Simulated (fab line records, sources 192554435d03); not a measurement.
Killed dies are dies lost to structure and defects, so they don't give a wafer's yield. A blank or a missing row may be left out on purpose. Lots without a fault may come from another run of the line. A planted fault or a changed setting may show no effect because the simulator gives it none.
Split-lot experiment | flow n5_finfet | 7 lots, 39 wafers read, on a route of 1938 steps

THE SPLIT
At N5_BEOL_M12_ETCH_68 (etches SOC in N2/H2, time 285 s), the setting time_s was moved away from the recipe's 285 s on 15 of the 39 wafers read, by -56.1% to +38.9%. The other wafers ran this setting at the recipe's value.

The reading is taken at the split's own step.

THE READING
SiARC_of_BEOL_M12_COAT_66.thk_nm (the simulator's own value, which no gauge read), in nm, at N5_BEOL_M12_ETCH_68 (etches SOC in N2/H2, time 285 s). The file gives no usual value for it. The 24 wafers here that ran the recipe average 86.0 nm, standard deviation 0.42 nm.

wafer  | tool, chamber at the split | time_s as run, s | against the recipe | SiARC_of_BEOL_M12_COAT_66.thk_nm, nm | against lot-mates on the recipe
L076.1 | rie_diel-03, 3             | 396              | +38.9%             | 76.6                                 | -9.6
L076.2 | rie_diel-03, 1             | 285              | recipe             | 86.4                                 | -
L076.3 | rie_diel-03, 2             | 396              | +38.9%             | 76.8                                 | -9.4
L076.4 | rie_diel-03, 0             | 285              | recipe             | 86.2                                 | -
L076.5 | rie_diel-03, 1             | 285              | recipe             | 86                                   | -
L076.6 | rie_diel-03, 0             | 396              | +38.9%             | 77                                   | -9.2
L081.1 | rie_diel-03, 2,1           | 285              | recipe             | 86.2                                 | -
L081.2 | rie_diel-03, 2,1           | 285              | recipe             | 86.2                                 | -
L081.3 | rie_diel-03, 0             | 376.6            | +32.1%             | 79                                   | -7.1
L081.4 | rie_diel-03, 3             | 376.6            | +32.1%             | 78                                   | -8.1
L081.5 | rie_diel-03, 1             | 285              | recipe             | 86                                   | -
L081.6 | rie_diel-03, 2             | 376.6            | +32.1%             | 78.4                                 | -7.7
L084.1 | rie_diel-02, 0             | 285              | recipe             | 85.6                                 | -
L084.2 | rie_diel-02, 1             | 125.1            | -56.1%             | 99.6                                 | +13.9
L084.3 | rie_diel-02, 3             | 285              | recipe             | 86                                   | -
L084.4 | rie_diel-02, 2,0           | 125.1            | -56.1%             | 99.4                                 | +13.7
L084.6 | rie_diel-02, 2,0           | 125.1            | -56.1%             | 99.4                                 | +13.7
L084.5 | rie_diel-02, 3             | 285              | recipe             | 85.4                                 | -
L087.1 | rie_diel-02, 0             | 285              | recipe             | 85.6                                 | -
L087.2 | rie_diel-02, 2,1           | 285              | recipe             | 86.4                                 | -
L087.3 | rie_diel-02, 2,1           | 285              | recipe             | 86.4                                 | -
L087.4 | rie_diel-02, 3             | 183.8            | -35.5%             | 94.8                                 | +8.7
L087.5 | rie_diel-02, 2,1           | 183.8            | -35.5%             | 94.6                                 | +8.5
L087.6 | rie_diel-02, 2,1           | 183.8            | -35.5%             | 94.6                                 | +8.5
L093.1 | rie_diel-02, 3,2,2,3       | 285              | recipe             | 85.8                                 | -
L093.2 | rie_diel-02, 3,2,2,3       | 285              | recipe             | 85.8                                 | -
L093.4 | rie_diel-02, 3,2,2,3       | 285              | recipe             | 85.8                                 | -
L093.5 | rie_diel-02, 3,2,2,3       | 285              | recipe             | 85.8                                 | -
L093.3 | rie_diel-02, 3,2           | 285              | recipe             | 85.4                                 | -
L093.6 | rie_diel-02, 3,2           | 285              | recipe             | 85.4                                 | -
L096.1 | rie_diel-03, 0,2           | 379.3            | +33.1%             | 78.8                                 | -7.9
L096.5 | rie_diel-03, 0,2           | 379.3            | +33.1%             | 78.8                                 | -7.9
L096.2 | rie_diel-03, 3             | 285              | recipe             | 86.4                                 | -
L096.3 | rie_diel-03, 1             | 379.3            | +33.1%             | 78                                   | -8.7
L096.4 | rie_diel-03, 2             | 285              | recipe             | 87                                   | -
L096.6 | rie_diel-03, 1             | 285              | recipe             | 86.8                                 | -
L097.2 | rie_diel-02, 1,0           | 285              | recipe             | 85.8                                 | -
L097.3 | rie_diel-02, 1,0           | 285              | recipe             | 85.8                                 | -
L097.5 | rie_diel-02, 0             | 285              | recipe             | 85.6                                 | -
Where a row lists several chambers, the file gives one row for several wafers and doesn't say which wafer went through which chamber.

THE FIT
A straight line over all 39 wafers: SiARC_of_BEOL_M12_COAT_66.thk_nm changes by -0.237 nm for each +1% of time_s; r = -1.00; the points scatter about the line by 0.4 nm.
The same after taking each lot's own level away (the mean of its wafers on the recipe; 39 wafers): -0.244 nm for each +1%; r = -1.00; scatter 0.26 nm.
On that fit, the largest move of time_s shifts the reading by 14 nm.
The lots' own levels span 85.67 to 86.73 nm, that is 2.6 times the standard deviation above.
So the lot-to-lot level changes the slope little: the two slopes agree.
Check: with one of the wafers moved furthest among these (-56.1%) left out of the fit, the line predicts +13.6 nm for it against its lot-mates. It came out at +13.9 nm against them.

OTHER SPLITS ON THESE WAFERS
These wafers also went through other splits before the reading. Each is held against what the fit with the lots' levels taken away leaves over:
other split on the same wafers           | wafers away from the commonest value | r with SiARC_of_BEOL_M12_COAT_66.thk_nm (lot level and that fit taken away)
N5_BEOL_M3_TRENCH_ETCH_37 target_depth_a | 12                                   | -0.05
N5_BEOL_M9_HM_DEP_02 target_thk_a        | 12                                   | -0.02
N5_BEOL_M9_ALD_74 ald_cycles             | 9                                    | +0.06

THE FILE'S OWN FIT
SiARC_of_BEOL_M12_COAT_66.thk_nm changes by -0.244 nm for each +1% of time_s, r = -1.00.
